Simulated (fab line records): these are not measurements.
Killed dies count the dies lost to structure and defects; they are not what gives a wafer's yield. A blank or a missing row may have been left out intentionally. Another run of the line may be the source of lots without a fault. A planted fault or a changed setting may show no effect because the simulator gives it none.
The tool behind it: which one?    flow nand_harc    36 wafers sampled from 12 lots at 1 step of a route of 1159

## WHAT EACH GAUGE READ, for each wafer
NHARC_A_M0_OVL_MEAS_10: pitch 160 nm.
lot   measured      on          overlay_x_nm (nm)
L076  day 18 00:04  overlay-02  -1.2 -1.2 -0.6
L079  day 18 14:30  overlay-02  -2.0 -2.4 -2.5
L077  day 19 04:13  overlay-01  -1.8 -1.1 -1.6
L081  day 19 10:55  overlay-01  1.0 1.5 1.5
L082  day 20 01:44  overlay-01  -0.7 -0.4 -0.1
L088  day 20 14:58  overlay-02  -0.4 -0.3 -0.9
L086  day 21 02:37  overlay-02  0.4 -0.3 0.0
L087  day 22 04:02  overlay-02  -0.2 -0.6 -0.2
L091  day 22 08:14  overlay-01  0.7 0.5 0.8
L094  day 22 09:34  overlay-01  0.7 0.3 0.4
L095  day 22 14:58  overlay-02  -0.2 0.1 0.0
L097  day 23 13:26  overlay-01  -0.4 -0.1 -0.3

## WHAT TOOL EACH LOT RAN ON (gives the tool, then ch and the chambers of the sampled wafers, and finally the start)
There is no process step in the record ahead of these readings.

## THE ANSWER, worked out from the rows above alone
Rule: the usual values come from the lots themselves. The widest of any qualifying gaps counts: lots, ordered by their means at a reading, are off when they make up no more than a third of the lots, leave a main group of 4 or more, and stand apart from it by 3 or more times the standard deviation of that group's means. The tables above print the reading to a certain number of digits; a main group whose means all agree to those digits is not used. Also off: a lot with no number at a reading for which 4 or more lots have one. Any other lot the step has rows for is counted as sound.
No lot is off on any of the readings shown, so nothing can be concluded from this.

## WHAT WAS PUT IN BY THE SIMULATOR
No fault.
